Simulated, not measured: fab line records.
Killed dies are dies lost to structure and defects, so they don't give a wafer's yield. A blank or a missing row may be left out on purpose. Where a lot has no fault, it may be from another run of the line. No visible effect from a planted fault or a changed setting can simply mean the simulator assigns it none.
One fault through the eyes of 2 desks | flow nand_harc | numbers are kept per desk, each desk with only its own; the story behind them comes last

## THE METROLOGY DESK
What the gauges read for every lot (on any tool): the sampled wafers with a number, averaged. If a lot's mean is further than 4 standard deviations from the usual mean, the lot is out of limits and carries the mark OUT (the distance appears in the brackets).
Columns: A = overlay_x_nm at NHARC_A_M0_OVL_MEAS_10, usual 0.0 nm; B = overlay_y_nm at NHARC_A_M0_OVL_MEAS_10, usual 0.2 nm
lot  | first seen here | A    | B
L648 | day 17 15:02    | -0.1 | -0.7
L647 | day 17 18:11    | 0.3  | 0.5
L650 | day 18 05:02    | 0.6  | 0.8
L651 | day 18 08:26    | -0.3 | 0.7
L653 | day 19 13:59    | -1.0 | 1.0
L654 | day 19 20:56    | 0.8  | 1.6
L652 | day 20 04:43    | 0.7  | -0.1
L655 | day 20 06:08    | -0.6 | 1.2
L660 | day 20 11:56    | -0.0 | -0.6
L662 | day 21 05:07    | 0.0  | -1.9
L661 | day 21 11:15    | -0.3 | 0.8
L664 | day 21 18:02    | 0.0  | -1.2
This desk's finding: nothing out of limits on any of the 12 lots.

## THE DEFECT DESK
Counts from the inspections along the route, per lot, as means over the sampled wafers that have a number. If a lot's mean is further than 4 standard deviations from the usual mean, the lot is out of limits and carries the mark OUT (the distance appears in the brackets).
Columns: A = raw_defect_count at NHARC_A_M0_INSPECT_11, usual 34
lot  | first seen here | A
L648 | day 17 15:04    | 21
L647 | day 17 18:14    | 19
L650 | day 18 05:04    | 30
L651 | day 18 08:28    | 29
L653 | day 19 14:01    | 20
L654 | day 19 20:58    | 27
L652 | day 20 04:45    | 48
L655 | day 20 06:10    | 32
L660 | day 20 11:59    | 32
L662 | day 21 05:10    | 54
L661 | day 21 11:17    | 17
L664 | day 21 18:04    | 52
This desk's finding: nothing out of limits on any of the 12 lots.

## TAKEN TOGETHER
Metrology desk: nothing out of limits seen.
Nothing the defect desk looked at was out of limits.

## WHAT HAD BEEN PUT IN BY THE SIMULATOR
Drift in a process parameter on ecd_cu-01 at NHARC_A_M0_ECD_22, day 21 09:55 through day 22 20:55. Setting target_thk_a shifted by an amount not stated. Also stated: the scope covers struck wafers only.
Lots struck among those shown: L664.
